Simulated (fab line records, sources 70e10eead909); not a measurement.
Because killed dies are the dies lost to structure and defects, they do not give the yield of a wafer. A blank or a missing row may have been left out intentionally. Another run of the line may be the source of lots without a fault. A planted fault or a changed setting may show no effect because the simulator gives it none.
A lot that was struck, set against a sound lot + flow nand_harc + 14 out of 1159 route steps
Sound: the wafers L211.3, L211.4, L211.5. Struck: wafers L220.1, L220.2, L220.6. The cause is named last.
At each step with rows: each side's tool, then ch and its chambers, then its first start. Under that, the readings that differ: sound wafers + struck wafers + difference of the means + sigmas: that difference in standard deviations of wafers without a fault.
alike: readings with means less than 2 such deviations apart, plus words and numbers identical on both sides. not compared: withheld readings, readings lacking a value on some wafer, bounds such as >300 that could conceal the same value, and numbers that have no deviation in the record and whose values overlap.
Wherever a step has rows on one side only, a row that says differs or no value, or a row with sigmas, the two part there. When numbers do not overlap yet have no deviation, they are printed without sigmas and do not part them. A reading missing from all wafers of one side parts the sides only when that side holds two or more wafers.

first, 2 steps without rows for these wafers: NHARC_A_SOURCE_PLATE_CVD_03 (deposits poly-Si, target thk 200 nm, time 4000 s); NHARC_A_SOURCE_PLATE_ANNEAL_05 (time 1800 s).
NHARC_A_SOURCE_PLATE_THK_MEAS_06: measures by ellipsometry.
  sound: film_metro-01 at day 7 14:11; struck: film_metro-02 at day 10 23:43
  alike: thk_nm
NHARC_A_SOURCE_PLATE_INSPECT_08:
  sound: defect_inspect-01 at day 7 14:15; struck: defect_inspect-02 at day 10 23:49
  alike: raw_defect_count
after that, 1 step with no rows for these wafers: NHARC_A_ONON_D1_DEP_00 (target thk 1000 nm).
NHARC_A_ONON_D1_THK_MEAS_02: measures by ellipsometry.
  sound: film_metro-02 at day 7 14:50; struck: film_metro-02 at day 11 00:23
  alike: thk_nm
after that, 1 step with no rows for these wafers: NHARC_A_ONON_D1_DEP_03 (target thk 1000 nm).
NHARC_A_ONON_D1_THK_MEAS_05: measures by ellipsometry.
  sound: film_metro-02 at day 7 15:23; struck: film_metro-02 at day 11 00:56
  alike: thk_nm
after that, 1 step with no rows for these wafers: NHARC_A_ONON_D1_DEP_06 (target thk 1000 nm).
NHARC_A_ONON_D1_THK_MEAS_08: measures by ellipsometry.
  sound: film_metro-02 at day 7 15:58; struck: film_metro-01 at day 11 01:31
  alike: thk_nm
NHARC_A_ONON_D1_DEP_09: target thk 1000 nm.
  sound on pecvd_onon-04 ch 0, day 7 16:08; struck on pecvd_onon-01 ch 0, day 11 01:34
NHARC_A_ONON_D1_THK_MEAS_11: measures by ellipsometry.
  sound: film_metro-01 at day 7 16:32; struck: film_metro-01 at day 11 02:05
| reading     | sound          | struck      | difference | sigmas |
|-------------|----------------|-------------|------------|--------|
| thk_nm (nm) | 1012 1015 1011 | 625 625 624 | -388       | -40    |
after that, 1 step with no rows for these wafers: NHARC_A_ONON_D1_DEP_12 (target thk 1000 nm).
-- the record jumps here: 12 days lie between the struck wafers' starts before and after (it left off in module A_ONON_D1 and takes up again in module END, whose first step shown is number 1159 of the route) --
NHARC_END_SORT_01:
  only the struck wafers appear in the record here, on prober-02 ch 0 at day 22 20:46; the sound ones have no rows

== WHERE THEY PART ==
Earliest at NHARC_A_ONON_D1_THK_MEAS_11; latest, in this record, at NHARC_END_SORT_01.

WHY: whatever the simulator had introduced
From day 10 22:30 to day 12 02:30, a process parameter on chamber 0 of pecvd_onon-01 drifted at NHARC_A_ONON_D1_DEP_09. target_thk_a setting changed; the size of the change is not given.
